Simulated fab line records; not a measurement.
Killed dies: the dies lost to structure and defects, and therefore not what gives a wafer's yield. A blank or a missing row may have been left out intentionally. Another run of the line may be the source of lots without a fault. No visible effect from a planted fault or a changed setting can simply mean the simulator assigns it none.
Matching of chambers || flow n5_finfet || rie_diel-05 running N5_GATE_CUT_DESCUM_18: 4 sister chambers
The step chemistry O2, time 7 s. 4 wafers are shown with their chamber, then 7 later ones without.

WAFERS, EACH WITH ITS CHAMBER
{"wafer": "L080.2", "chamber": 2, "throttle_valve_pct (%)": 20.31}
{"wafer": "L080.5", "chamber": 0, "throttle_valve_pct (%)": 20.38}
{"wafer": "L082.1", "chamber": 1, "throttle_valve_pct (%)": 20.85}
{"wafer": "L082.3", "chamber": 3, "throttle_valve_pct (%)": 20.53}

WAFERS WHOSE CHAMBER IS MISSING
{"wafer": "L082.6", "throttle_valve_pct (%)": 20.32}
{"wafer": "L088.2", "throttle_valve_pct (%)": 20.40}
{"wafer": "L088.5", "throttle_valve_pct (%)": 20.55}
{"wafer": "L088.6", "throttle_valve_pct (%)": 20.40}
{"wafer": "L090.1", "throttle_valve_pct (%)": 20.37}
{"wafer": "L090.2", "throttle_valve_pct (%)": 20.87}
{"wafer": "L090.3", "throttle_valve_pct (%)": 20.56}

WHICH CHAMBER EACH WENT THROUGH
{"wafer": "L082.6", "from the rows above": 2, "in truth": 2}
{"wafer": "L088.2", "from the rows above": 0, "in truth": 0}
{"wafer": "L088.5", "from the rows above": 3, "in truth": 3}
{"wafer": "L088.6", "from the rows above": 0, "in truth": 0}
{"wafer": "L090.1", "from the rows above": 0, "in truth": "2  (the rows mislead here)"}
{"wafer": "L090.2", "from the rows above": 1, "in truth": 1}
{"wafer": "L090.3", "from the rows above": 3, "in truth": 3}
6 of 7 placed correctly. Number that these rows cannot place: 0. 1 placed wrongly.
How it was worked out, from the rows above alone: a wafer's distance from a chamber is the root of the sum, over the readings, of the square of ((its reading less the chamber's mean) divided by the reading's scatter). If the next closest chamber is less than 2 further off than the closest, the wafer can't be placed; otherwise it belongs to the closest. A chamber's mean is the mean of its shown wafers. The scatter: root of mean squared gap, hidden wafer to nearest shown wafer, with one shown wafer a chamber.
